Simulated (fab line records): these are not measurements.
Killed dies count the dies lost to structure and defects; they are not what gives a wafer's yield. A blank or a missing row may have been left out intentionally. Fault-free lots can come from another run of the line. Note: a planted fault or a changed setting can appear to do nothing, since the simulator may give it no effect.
fab line records	flow nandHarc
record: lots: 6	wafers: 18	lastDay: 32
route steps=1302 shown A_CHANNEL_HOLE_D1@467 A_CHANNEL_FILL_D1@490 END@1302
lots that met no fault: from a run of the same line without faults
startH: hours from the record's first day to the start of the lot's first wafer shown	waitH: time in hours since the lot's previous step	" the same as in the row above	L1.1+2: one row covering several wafers at once	- no value, or no start was given	* or withheld: withheld	< > ~ a bound
route shown NAME@n: names a module that has steps shown in the file, with the first one's number in the route	usual: mean/standard deviation of fault-free wafers	same: alike in all rows	chamber/n: place in a boat	sites: each site's reading	_std_site: the values' standard deviation	_edge_site: inner sites' mean taken away from outer sites' mean	radiusMm: for every site, how far away it sits from the centre of the wafer	mask NAME#n: copy n	behind: the most recent tool/chamber to have shaped the wafer	hold: the reason the lot was held/the length of the hold in hours/how it ended	device: the transistor (n, p or np) that didn't switch	end of line: the same wafers' tests at the end of the route	a step given without rows: its recipe and nothing more	killed: the dies lost at the first sort to structure and to defects; this is not the yield of the wafer	map: shows each die of a wafer: x if killed, . if not, _ if none is there
set.NAME: setting as actually run; set.NAME@STEP: the setting as run at that earlier step	model.NAME: the simulator's own value behind a step, which no gauge read
lots at selected steps of the route; one table per step, one row per wafer
services: from which hour (startH, from the record's first day; less than 0 if before it) a tool's chamber was out of use, for how many hours, and why
== steps ==
step: NHARC_A_CHANNEL_HOLE_D1_ETCH_39
recipe: targetDepthA: 2600	overEtchFrac: 0.3	timeS: 325	ionEnergyEv: 200	n2FlowSccm: 150	h2FlowSccm: 150	arFlowSccm: 0	rfW: 400	biasW: 150	chemistry: N2/H2
usual: drypumpMotorCurrentA: 5.9/0.46	oesProductAu: 0.998/0.012	rfVppV: 430.6/2.5	showerheadPlenumPTorr: 2.04/0.083	throttleValvePct: 14.172/0.0079
same: overEtchFrac: 0.3
lot.wafer	tool	chamber	startH	waitH	drypumpMotorCurrentA	oesProductAu	rfHoursCounterH	rfVppV	showerheadPlenumPTorr	throttleValvePct
L568.3	rieDiel-12	2	-	-	5.7	0.989	27	433.9	2.11	14.173
L568.1	"	0	"	"	6.1	0.983	27	433.9	2.19	14.180
L568.6	"	3	"	"	5.1	0.991	-	429.7	1.95	14.174
L574.4	rieDiel-06	2	-	-	6.7	0.989	8	428.5	1.94	14.168
L574.3	"	0	"	"	5.9	1.000	9	431.4	2.08	14.171
L574.5	"	2	"	"	6.7	0.976	-	428.4	1.94	14.169
L575.2	rieDiel-06	0	-	-	5.9	1.010	10	431.0	2.08	14.180
L575.6	"	0	"	"	5.9	1.005	-	431.6	2.08	14.187
L575.5	"	1	"	"	5.7	1.001	-	433.6	2.14	14.168
L577.4	rieDiel-06	3	-	-	5.9	1.002	8	430.9	2.01	14.166
L577.2	"	1	"	"	5.7	1.003	11	432.8	2.14	14.173
L577.1	"	2	"	"	6.7	0.989	11	428.0	1.94	14.172
L585.3	rieDiel-06	3	-	-	5.9	0.991	3	430.2	2.01	14.176
L585.1	"	2	"	"	6.7	0.991	3	427.7	1.94	14.180
L585.6	"	0	"	"	5.9	0.990	-	430.2	2.08	14.173
L587.1	rieDiel-06	1	-	-	5.7	1.007	5	432.1	2.13	14.179
L587.2	"	0	"	"	5.9	0.994	6	432.4	2.07	14.169
L587.6	"	2	"	"	6.7	1.004	-	427.9	1.94	14.160
step: NHARC_A_CHANNEL_HOLE_D1_ETCH_34
recipe: targetDepthA: 1540	timeS: 77	cf4FlowSccm: 100	chf3FlowSccm: 30	arFlowSccm: 0	rfW: 500	biasW: 200	chemistry: CF4/CHF3
usual: drypumpMotorCurrentA: 5.9/0.48	oesProductAu: 0.941/0.023	rfVppV: 370.8/2.2	showerheadPlenumPTorr: 1.58/0.061	throttleValvePct: 16.803/0.0087
lot.wafer	tool	chamber	startH	waitH	drypumpMotorCurrentA	oesProductAu	rfHoursCounterH	rfVppV	showerheadPlenumPTorr	throttleValvePct
L568.1	rieDiel-12	3	-	-	5.1	0.925	32	368.5	1.51	16.808
L568.3	"	1	"	"	5.1	0.945	26	367.4	1.46	16.800
L568.6	"	0	"	"	6.1	0.915	-	373.9	1.68	16.794
L574.4	rieDiel-06	1	-	-	5.7	0.939	9	373.4	1.64	16.804
L574.3	"	2	"	"	6.7	0.910	9	368.7	1.51	16.795
L574.5	"	0	"	"	5.9	0.935	-	371.1	1.60	16.808
L575.2	rieDiel-06	0	-	-	5.9	0.972	10	371.9	1.60	16.816
L575.6	"	2	"	"	6.7	0.960	-	369.4	1.51	16.789
L575.5	"	3	"	"	5.9	0.971	-	370.8	1.56	16.789
L577.4	rieDiel-06	0	-	-	5.9	0.931	11	373.8	1.60	16.807
L577.2	"	1	"	"	5.7	0.957	11	372.3	1.64	16.806
L577.1	"	3	"	"	5.9	0.958	8	369.5	1.55	16.797
L585.3	rieDiel-06	0	-	-	5.9	0.956	3	371.7	1.60	16.804
L585.1	"	1	"	"	5.7	0.954	3	373.0	1.64	16.807
L585.6	"	3	"	"	5.9	0.968	-	369.9	1.55	16.807
L587.1	rieDiel-06	0	-	-	5.9	0.907	6	372.3	1.60	16.811
L587.2	"	3	"	"	5.9	0.912	7	370.8	1.55	16.793
L587.6	"	1	"	"	5.7	0.928	-	372.3	1.64	16.799
step: NHARC_A_CHANNEL_HOLE_D1_ETCH_16
recipe: targetDepthA: 31000	overEtchFrac: 0.3	timeS: 806	ionEnergyEv: 150	o2FlowSccm: 400	cosFlowSccm: 20	arFlowSccm: 0	rfW: 500	biasW: 300	chemistry: O2/COS
step: NHARC_A_CHANNEL_HOLE_D1_CD_MEAS_18
usual: cdNm: 99/3.6
lot.wafer	tool	chamber	startH	waitH	cdNm
L568.1	cdSem-02	-	185.81	-	99
L568.3	"	-	"	"	108
L568.6	"	-	"	"	102
L574.3	cdSem-01	-	243.09	-	100
L574.4	"	-	"	"	98
L574.5	"	-	"	"	95
L575.2	cdSem-03	-	254.04	-	100
L575.5	"	-	"	"	99
L575.6	"	-	"	"	95
L577.1	cdSem-03	-	266.95	-	99
L577.2	"	-	"	"	94
L577.4	"	-	"	"	96
L585.1	cdSem-02	-	359.17	-	94
L585.3	"	-	"	"	94
L585.6	"	-	"	"	102
L587.1	cdSem-02	-	377.07	-	97
L587.2	"	-	"	"	95
L587.6	"	-	"	"	101
step: NHARC_A_CHANNEL_HOLE_D1_ETCH_19
recipe: biasV: 1200	sourceW: 2500	pressureMtorr: 15	timeS: 34.5	arFlowSccm: 375	c4f8FlowSccm: 28.8	o2FlowSccm: 96.2	tempC: -20	targetDepthA: *	chemistry: C4F8/O2/Ar
step: NHARC_A_CHANNEL_HOLE_D1_ETCH_20
recipe: biasV: 3000	sourceW: withheld	pressureMtorr: 20	timeS: 361.9	arFlowSccm: 375	c4f8FlowSccm: 89.3	o2FlowSccm: 35.7	tempC: -20	targetDepthA: 16000	chemistry: C4F8/O2/Ar
step: NHARC_A_CHANNEL_HOLE_D1_ETCH_21
recipe: biasV: 3000	sourceW: withheld	pressureMtorr: 20	timeS: 514.3	arFlowSccm: 375	c4f8FlowSccm: 89.3	o2FlowSccm: 35.7	tempC: -20	targetDepthA: 16000	chemistry: C4F8/O2/Ar
usual: drypumpMotorCurrentA: 5.5/0.42	o2FlowSccm: 35.70/0.11	showerheadPlenumPTorr: 3.63/0.11	throttleValvePct: 32.153/0.0086
lot.wafer	tool	chamber	startH	waitH	drypumpMotorCurrentA	o2FlowSccm	rfHoursCounterH	showerheadPlenumPTorr	throttleValvePct
L568.1	harEtch-01	0	186.39	0.3	5.3	35.71	89	3.56	32.147
L568.3	"	0	"	"	5.3	35.69	-	3.56	32.157
L568.6	"	0	"	"	5.3	35.69	-	3.56	32.137
L574.3	harEtch-02	0	243.74	0.3	5.9	35.80	-	3.75	32.159
L574.4	"	1	"	"	4.9	35.90	-	3.52	32.160
L574.5	"	0	"	"	5.9	35.68	-	3.75	32.165
L575.2	harEtch-02	0	254.60	0.3	5.9	35.76	332	3.75	32.156
L575.5	"	1	"	"	4.9	35.58	-	3.52	32.149
L575.6	"	0	"	"	5.9	35.84	-	3.75	32.158
L577.2	harEtch-02	1	267.45	0.3	5.0	35.68	339	3.52	32.149
L577.1	"	0	"	"	5.9	35.78	339	3.74	32.150
L577.4	"	1	"	"	4.9	35.70	-	3.52	32.152
L585.1	harEtch-02	0	359.74	0.3	5.9	35.75	389	3.72	32.155
L585.3	"	0	"	"	5.9	35.63	-	3.72	32.141
L585.6	"	0	"	"	5.9	35.67	-	3.71	32.162
L587.1	harEtch-01	1	377.57	0.3	5.9	35.66	203	3.67	32.148
L587.2	"	0	"	"	5.3	35.84	203	3.50	32.150
L587.6	"	0	"	"	5.3	35.83	-	3.50	32.144
step: NHARC_A_CHANNEL_HOLE_D1_ETCH_22
recipe: biasV: 3000	sourceW: withheld	pressureMtorr: 20	timeS: 666.7	arFlowSccm: 375	c4f8FlowSccm: 89.3	o2FlowSccm: 35.7	tempC: -20	targetDepthA: 16000	chemistry: C4F8/O2/Ar
step: NHARC_A_CHANNEL_HOLE_D1_ETCH_23
recipe: biasV: 5000	sourceW: withheld	pressureMtorr: 20	timeS: 819	arFlowSccm: 375	c4f8FlowSccm: 89.3	o2FlowSccm: 35.7	tempC: -20	targetDepthA: 16000	chemistry: C4F8/O2/Ar
step: NHARC_A_CHANNEL_HOLE_D1_ETCH_24
recipe: biasV: 5000	sourceW: withheld	pressureMtorr: 20	timeS: 906.2	arFlowSccm: 375	c4f8FlowSccm: 93.8	o2FlowSccm: 31.2	tempC: -20	targetDepthA: 15000	chemistry: C4F8/O2/Ar
usual: drypumpMotorCurrentA: 5.5/0.42	o2FlowSccm: 31.20/0.094	showerheadPlenumPTorr: 3.62/0.11	throttleValvePct: 32.236/0.0094
lot.wafer	tool	chamber	startH	waitH	drypumpMotorCurrentA	o2FlowSccm	rfHoursCounterH	showerheadPlenumPTorr	throttleValvePct
L568.1	harEtch-01	0	188.13	0.6	5.3	31.37	90	3.55	32.228
L568.3	"	0	"	"	5.3	31.32	-	3.55	32.230
L568.6	"	0	"	"	5.3	31.40	-	3.55	32.250
L574.3	harEtch-02	0	245.55	0.6	5.9	31.32	-	3.74	32.237
L574.4	"	1	"	"	5.0	31.18	-	3.52	32.232
L574.5	"	0	"	"	5.9	31.18	-	3.74	32.238
L575.2	harEtch-02	0	256.37	0.6	5.9	31.16	333	3.74	32.233
L575.5	"	1	"	"	4.9	31.12	-	3.52	32.222
L575.6	"	0	"	"	5.9	31.28	-	3.74	32.253
L577.2	harEtch-02	1	269.16	0.6	4.9	31.37	341	3.51	32.251
L577.1	"	0	"	"	5.9	31.32	341	3.74	32.239
L577.4	"	1	"	"	4.9	31.20	-	3.51	32.210
L585.1	harEtch-02	0	361.51	0.6	5.9	31.23	391	3.71	32.232
L585.3	"	0	"	"	5.9	31.24	-	3.71	32.245
L585.6	"	0	"	"	5.9	31.24	-	3.71	32.234
L587.1	harEtch-01	1	379.28	0.6	5.9	31.27	205	3.67	32.259
L587.2	"	0	"	"	5.3	31.10	205	3.49	32.220
L587.6	"	0	"	"	5.3	31.16	-	3.49	32.235
step: NHARC_A_CHANNEL_HOLE_D1_ETCH_25
recipe: biasV: 5000	sourceW: withheld	pressureMtorr: 20	timeS: 1040.2	arFlowSccm: 375	c4f8FlowSccm: 93.8	o2FlowSccm: 31.2	tempC: -20	targetDepthA: 15000	chemistry: C4F8/O2/Ar
step: NHARC_A_CHANNEL_HOLE_D1_ETCH_26
recipe: biasV: 300	sourceW: 2000	pressureMtorr: 30	timeS: 224.1	arFlowSccm: 375	c4f8FlowSccm: 11.4	o2FlowSccm: 113.6	tempC: -20	targetDepthA: 3000	chemistry: C4F8/O2/Ar
step: NHARC_A_CHANNEL_HOLE_D1_ETCH_33
recipe: biasV: 400	sourceW: 2000	pressureMtorr: 25	timeS: 90	arFlowSccm: 375	c4f8FlowSccm: 41.7	o2FlowSccm: 83.3	tempC: -20	targetDepthA: 4000	chemistry: C4F8/O2/Ar
usual: drypumpMotorCurrentA: 5.5/0.42	o2FlowSccm: 83.30/0.24	showerheadPlenumPTorr: 3.66/0.12	throttleValvePct: 27.622/0.0092
lot.wafer	tool	chamber	startH	waitH	drypumpMotorCurrentA	o2FlowSccm	rfHoursCounterH	showerheadPlenumPTorr	throttleValvePct
L568.1	harEtch-01	0	189.88	0.2	5.3	83.06	92	3.59	27.621
L568.3	"	0	"	"	5.3	83.62	-	3.59	27.610
L568.6	"	0	"	"	5.3	83.14	-	3.59	27.644
L574.3	harEtch-02	0	247.19	0.2	5.9	83.35	-	3.79	27.632
L574.4	"	1	"	"	4.9	83.37	-	3.56	27.622
L574.5	"	0	"	"	5.9	83.36	-	3.79	27.642
L575.2	harEtch-02	0	258.10	0.2	5.9	83.41	335	3.79	27.606
L575.5	"	1	"	"	4.9	82.95	-	3.55	27.641
L575.6	"	0	"	"	5.9	82.87	-	3.79	27.620
L577.2	harEtch-02	1	271.00	0.2	4.9	83.22	343	3.55	27.621
L577.1	"	0	"	"	5.9	83.44	343	3.78	27.632
L577.4	"	1	"	"	4.9	83.31	-	3.55	27.640
L585.1	harEtch-02	0	363.25	0.2	5.9	83.11	393	3.75	27.616
L585.3	"	0	"	"	5.9	83.52	-	3.75	27.625
L585.6	"	0	"	"	5.9	83.13	-	3.75	27.615
L587.1	harEtch-01	1	381.12	0.2	5.9	83.10	206	3.71	27.632
L587.2	"	0	"	"	5.3	83.37	206	3.53	27.632
L587.6	"	0	"	"	5.3	83.22	-	3.53	27.611
step: NHARC_A_CHANNEL_HOLE_D1_STRIP_41
recipe: n2FlowSccm: 150	h2FlowSccm: 150	arFlowSccm: 0	biasW: 0	chemistry: N2/H2
step: NHARC_A_CHANNEL_HOLE_D1_STRIP_42
recipe: cf4FlowSccm: 100	chf3FlowSccm: 30	arFlowSccm: 0	biasW: 0	chemistry: CF4/CHF3
step: NHARC_A_CHANNEL_HOLE_D1_STRIP_43
recipe: o2FlowSccm: 400	cosFlowSccm: 20	arFlowSccm: 0	biasW: 0	chemistry: O2/COS
step: NHARC_A_CHANNEL_HOLE_D1_ETCH_44
recipe: targetDepthA: 1400	overetchA: 140	timeS: 77	ionEnergyEv: 100	cf4FlowSccm: 80	o2FlowSccm: 20	arFlowSccm: 0	rfW: 300	biasW: 100	chemistry: CF4/O2
usual: drypumpMotorCurrentA: 5.9/0.48	o2FlowSccm: 20.00/0.061	oesProductAu: 0.996/0.011	rfVppV: 197.8/1.3	showerheadPlenumPTorr: 1.33/0.048	throttleValvePct: 13.397/0.0092
lot.wafer	tool	chamber	startH	waitH	drypumpMotorCurrentA	o2FlowSccm	oesProductAu	rfHoursCounterH	rfVppV	showerheadPlenumPTorr	throttleValvePct
L568.1	rieDiel-12	3	190.60	0.1	5.1	20.00	1.000	33	196.2	1.28	13.400
L568.3	"	2	"	"	5.7	19.98	0.990	28	197.7	1.38	13.395
L568.6	"	3	"	"	5.1	20.01	0.995	-	195.7	1.28	13.414
L574.4	rieDiel-06	3	247.89	0.1	5.9	20.08	1.015	6	197.5	1.32	13.384
L574.3	"	1	"	"	5.7	20.00	1.008	10	198.9	1.40	13.403
L574.5	"	0	"	"	5.9	20.02	1.015	-	197.5	1.36	13.408
L575.2	rieDiel-06	1	258.83	0.1	5.6	20.00	0.991	11	199.7	1.39	13.389
L575.6	"	3	"	"	5.9	20.07	0.990	-	197.6	1.32	13.382
L575.5	"	0	"	"	5.9	19.94	1.003	-	199.4	1.36	13.388
L577.4	rieDiel-06	1	271.75	0.1	5.7	19.98	0.995	12	199.3	1.39	13.401
L577.1	"	2	"	"	6.7	20.00	0.984	11	196.0	1.28	13.415
L577.2	"	3	"	"	5.9	20.01	0.999	8	197.7	1.32	13.391
L585.3	rieDiel-06	1	363.98	0.1	5.7	19.95	0.999	4	199.4	1.39	13.404
L585.1	"	2	"	"	6.7	19.97	0.982	4	196.0	1.27	13.412
L585.6	"	3	"	"	5.9	19.99	0.991	-	197.5	1.32	13.402
L587.2	rieDiel-06	1	381.87	0.0	5.7	19.98	1.003	6	199.3	1.39	13.388
L587.1	"	3	"	"	5.9	19.90	0.994	7	197.7	1.32	13.399
L587.6	"	1	"	"	5.7	19.97	1.000	-	198.8	1.39	13.387
step: NHARC_A_CHANNEL_HOLE_D1_STRIP_27
recipe: o2FlowSccm: 500	arFlowSccm: 0	biasW: 0	chemistry: O2
step: NHARC_A_CHANNEL_HOLE_D1_PRECLEAN_28
recipe: timeS: *	tempC: 50	bathAgeMin: 0	chemistry: SC1
step: NHARC_A_CHANNEL_HOLE_D1_SRD_29
step: NHARC_A_CHANNEL_HOLE_D1_CD_MEAS_30
usual: cdNm: 90.6/1.7
lot.wafer	tool	chamber	startH	waitH	cdNm
L568.1	cdSem-01	-	191.39	-	90.9
L568.3	"	-	"	"	87.1
L568.6	"	-	"	"	89.9
L574.3	cdSem-03	-	248.69	-	91.0
L574.4	"	-	"	"	89.2
L574.5	"	-	"	"	92.5
L575.2	cdSem-03	-	259.61	-	91.4
L575.5	"	-	"	"	91.4
L575.6	"	-	"	"	86.1
L577.1	cdSem-03	-	272.54	-	92.0
L577.2	"	-	"	"	87.4
L577.4	"	-	"	"	91.2
L585.1	cdSem-03	-	364.76	-	91.1
L585.3	"	-	"	"	89.8
L585.6	"	-	"	"	89.0
L587.1	cdSem-01	-	382.67	-	92.2
L587.2	"	-	"	"	89.6
L587.6	"	-	"	"	88.6
step: NHARC_A_CHANNEL_HOLE_D1_XSEM_31
recipe: landingEnergyEv: 35000
step: NHARC_A_CHANNEL_HOLE_D1_INSPECT_40
usual: rawDefectCount: 80/27
lot.wafer	tool	chamber	startH	waitH	rawDefectCount
L568.1	defectInspect-01	-	191.58	-	64
L568.3	"	-	"	"	43
L568.6	"	-	"	"	50
L574.3	defectInspect-01	-	248.87	-	131
L574.4	"	-	"	"	140
L574.5	"	-	"	"	109
L575.2	defectInspect-02	-	259.79	-	76
L575.5	"	-	"	"	1205
L575.6	"	-	"	"	92
L577.1	defectInspect-02	-	272.73	-	98
L577.2	"	-	"	"	1149
L577.4	"	-	"	"	1174
L585.1	defectInspect-01	-	364.95	-	89
L585.3	"	-	"	"	82
L585.6	"	-	"	"	90
L587.1	defectInspect-02	-	382.85	-	83
L587.2	"	-	"	"	104
L587.6	"	-	"	"	75
step: NHARC_A_CHANNEL_FILL_D1_PRECLEAN_00
recipe: timeS: *	tempC: 50	bathAgeMin: 0	chemistry: SC1
step: NHARC_END_SORT_01
recipe: tempC: 25
usual: killedAtArray: 59/16	killedAtOther: 0.7/1.1	killedAtPeriphery: 4/3	killedDies: 64/16	killedOpen: 3.4/1.8	killedShort: 2.6/1.7
same: grossDies: 677
lot.wafer	tool	chamber	startH	waitH	killedAtArray	killedAtOther	killedAtPeriphery	killedDies	killedOpen	killedShort
L575.2	prober-01	0	639.77	2.8	62	0	8	70	5	0
L575.5	prober-01	0	642.20	3.7	130	0	10	140	2	1
L575.6	prober-01	0	643.01	4.0	81	0	8	89	2	7
L577.1	prober-01	0	652.36	2.5	55	0	3	58	3	2
L577.2	prober-01	0	653.15	2.8	131	0	5	136	1	7
L577.4	prober-01	0	654.73	3.4	125	0	0	125	2	0
L585.1	prober-02	0	734.02	2.5	98	0	2	100	4	2
L585.3	prober-02	0	735.57	3.0	85	0	4	89	4	2
L585.6	prober-02	0	737.91	3.9	100	0	1	101	2	7
killed by level:class
L575.2 A_CHANNEL_HOLE_D1:chamberFilmFlake=28 A_CHANNEL_HOLE_D2:chamberFilmFlake=12 A_CONTACT:chamberFilmFlake=8 A_STAIRCASE:chamberFilmFlake=4 P_STI:chamberFilmFlake=3 P_CONTACT:geometricParticle:open=2 P_GATE:chamberFilmFlake=2 A_CHANNEL_FILL_D2:chamberFilmFlake=2
L575.5 A_CHANNEL_HOLE_D1:unspecified=92 A_CONTACT:chamberFilmFlake=10 A_CHANNEL_HOLE_D1:chamberFilmFlake=7 A_CHANNEL_HOLE_D2:chamberFilmFlake=7 P_STI:chamberFilmFlake=5 P_M2:chamberFilmFlake=4 A_STAIRCASE:chamberFilmFlake=4 A_WL_FILL:chamberFilmFlake=4
L575.6 A_CHANNEL_HOLE_D1:chamberFilmFlake=35 A_CHANNEL_HOLE_D2:chamberFilmFlake=14 A_CONTACT:chamberFilmFlake=13 A_WL_FILL:chamberFilmFlake=8 P_STI:chamberFilmFlake=4 A_STAIRCASE:chamberFilmFlake=4 A_WL_FILL:geometricParticle:short=2 P_CONTACT:geometricParticle:short=1
L577.1 A_CHANNEL_HOLE_D1:chamberFilmFlake=30 A_CHANNEL_HOLE_D2:chamberFilmFlake=13 A_CONTACT:chamberFilmFlake=3 A_STAIRCASE:chamberFilmFlake=2 P_GATE:geometricParticle:short=1 P_CONTACT:geometricParticle:open=1 A_ONON_D2:geometricParticle:open=1 A_SGD_CUT:geometricParticle:short=1
L577.2 A_CHANNEL_HOLE_D1:unspecified=99 A_CHANNEL_HOLE_D2:chamberFilmFlake=10 A_STAIRCASE:chamberFilmFlake=4 A_CHANNEL_HOLE_D2:geometricParticle:short=3 A_CHANNEL_HOLE_D1:chamberFilmFlake=3 A_CONTACT:chamberFilmFlake=3 A_ZERO_WELL:chamberFilmFlake=2 P_GATE:geometricParticle:short=1
L577.4 A_CHANNEL_HOLE_D1:unspecified=98 A_CHANNEL_HOLE_D1:chamberFilmFlake=8 A_CHANNEL_HOLE_D2:chamberFilmFlake=8 A_CONTACT:chamberFilmFlake=5 A_CHANNEL_FILL_D1:geometricParticle:open=2 A_M1:chamberFilmFlake=1 A_DECK1_JOINT:chamberFilmFlake=1 A_CHANNEL_FILL_D2:chamberFilmFlake=1
L585.1 A_CHANNEL_HOLE_D1:chamberFilmFlake=37 A_SLIT:chamberFilmFlake=33 A_CHANNEL_HOLE_D2:chamberFilmFlake=15 A_WL_FILL:chamberFilmFlake=5 A_CONTACT:chamberFilmFlake=3 P_M0:geometricParticle:open=1 A_ONON_D1:geometricParticle:open=1 A_CHANNEL_FILL_D1:geometricParticle:short=1
L585.3 A_CHANNEL_HOLE_D1:chamberFilmFlake=27 A_CHANNEL_HOLE_D2:chamberFilmFlake=27 A_SLIT:chamberFilmFlake=20 A_CONTACT:chamberFilmFlake=5 A_WL_FILL:geometricParticle:open=2 P_M0:geometricParticle:short=1 P_M0:geometricParticle:open=1 A_CHANNEL_HOLE_D1:geometricParticle:open=1
L585.6 A_CHANNEL_HOLE_D1:chamberFilmFlake=35 A_CHANNEL_HOLE_D2:chamberFilmFlake=29 A_SLIT:chamberFilmFlake=21 A_CONTACT:chamberFilmFlake=4 A_CHANNEL_FILL_D1:geometricParticle:short=3 A_M0:geometricParticle:short=2 A_WL_FILL:chamberFilmFlake=2 P_STI:geometricParticle:short=1
map L575.5 (x killed, . not)
____________.____________
_________x......_________
_______.xx.x......_______
______..x.x........______
_____...xx.x........_____
____.................____
____...x.....x.......____
___.........x...x.....___
___............x......___
__...x.xx..............__
__.....xxxx........x...__
_.....xxxxxxx..........._
_.....xxxxxxx...x......._
_...xxxxxxxxx....x......_
_....xxxxxxxxxx........._
_...xxxxxxxxx..........._
.....xxxxxxxxx...........
....xxxxxxxxx............
...xxxxxxxxxx..........x.
....xxxxxxxxx............
......xxxxxx.............
_...xxxxxxx............._
_......xx......x..xx...._
_.......xx.x...x.x......_
_......xx..............._
_.........x............._
__.....x...............__
__....x......x.........__
___..x.......x........___
___.x........x........___
____............x.x..____
____.................____
_____..............._____
______..........x..______
_______..........._______
_________......._________
____________.____________
map L577.2 (x killed, . not)
____________.____________
_________......._________
_______.....x....._______
______.......xx....______
_____.x......x.x...._____
____.......xx.x......____
____.........x.......____
___..x......x.xx......___
___...................___
__...x.xx.x..x.x.x.....__
__..x...xxx.........x..__
_...x.xxxxxx............_
_..x.xxxxxxx....x......._
_...xxxxxxxxxx.........._
_...xxxxxxxxxx.........._
_..xxxxxxxxxx..........._
....xxxxxxxxx............
....xxxxxxxxxx...........
....xxxxxxxxxx...x.......
......xxxxxxx........x...
.....xxxxxxx.............
_....x.xxxx............._
_.....xx.x.............._
_........x.........x...._
_......x.x.............._
_.........x............._
__..........x.......x..__
__.....................__
___...................___
___...................___
____.................____
____.........x.......____
_____..............._____
______............x______
_______..........._______
_________.x..x.._________
____________.____________
== services ==
tool	chamber	startH	hours	kind
rieDiel-06	0	163.70	-	clean
rieDiel-06	1	163.70	-	clean
rieDiel-06	2	163.70	-	clean
rieDiel-06	3	163.70	-	clean
rieDiel-06	2	177.92	1.8	repair
rieDiel-12	2	178.74	2.1	repair
rieDiel-06	0	188.20	-	clean
rieDiel-06	1	188.20	-	clean
rieDiel-06	2	188.20	-	clean
rieDiel-06	3	188.20	-	clean
rieDiel-06	0	212.70	-	clean
rieDiel-06	1	212.70	-	clean
rieDiel-06	2	212.70	-	clean
rieDiel-06	3	212.70	-	clean
rieDiel-06	0	237.20	-	clean
rieDiel-06	1	237.20	-	clean
rieDiel-06	2	237.20	-	clean
rieDiel-06	3	237.20	-	clean
rieDiel-12	2	261.52	4.8	repair
rieDiel-12	-	269.93	9.0	pm
rieDiel-06	3	291.71	6.7	repair
rieDiel-06	-	307.21	9.0	pm
rieDiel-12	3	338.90	21.6	repair
harEtch-02	-	380.15	17.0	pm
== key ==
firstSign: step: NHARC_A_CHANNEL_HOLE_D1_INSPECT_40	reading: rawDefectCount	direction: up	sigmas: 41	usual: 80	struck: 1176
effect: step: NHARC_END_SORT_01	reading: killedDies	direction: up	sigmas: 4.2	usual: 64	struck: 134
moreKillsBornAt: NHARC_A_CHANNEL_HOLE_D1_ETCH_33@harEtch-02: 211
metAt NHARC_A_CHANNEL_HOLE_D1_ETCH_33
struckWafers L575.5,L577.2,L577.4
testerLeftOut L575,L577
onsetBetween 247.19 258.10
fault: kind: chamberParticleSource	tool: harEtch-02	chamber: 1	onsetH: 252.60	steps: NHARC_A_CHANNEL_HOLE_D1_ETCH_33	ratePerVisitCm2: 1.6631	endH: 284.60
testerLeftOut: of these lots the tester's yield and bins aren't shown, on N5 and GAA mostly nor the transistor test; their killed dies are dies lost to structure and defects alone, not to doping, threshold or leakage, so they don't give the yield
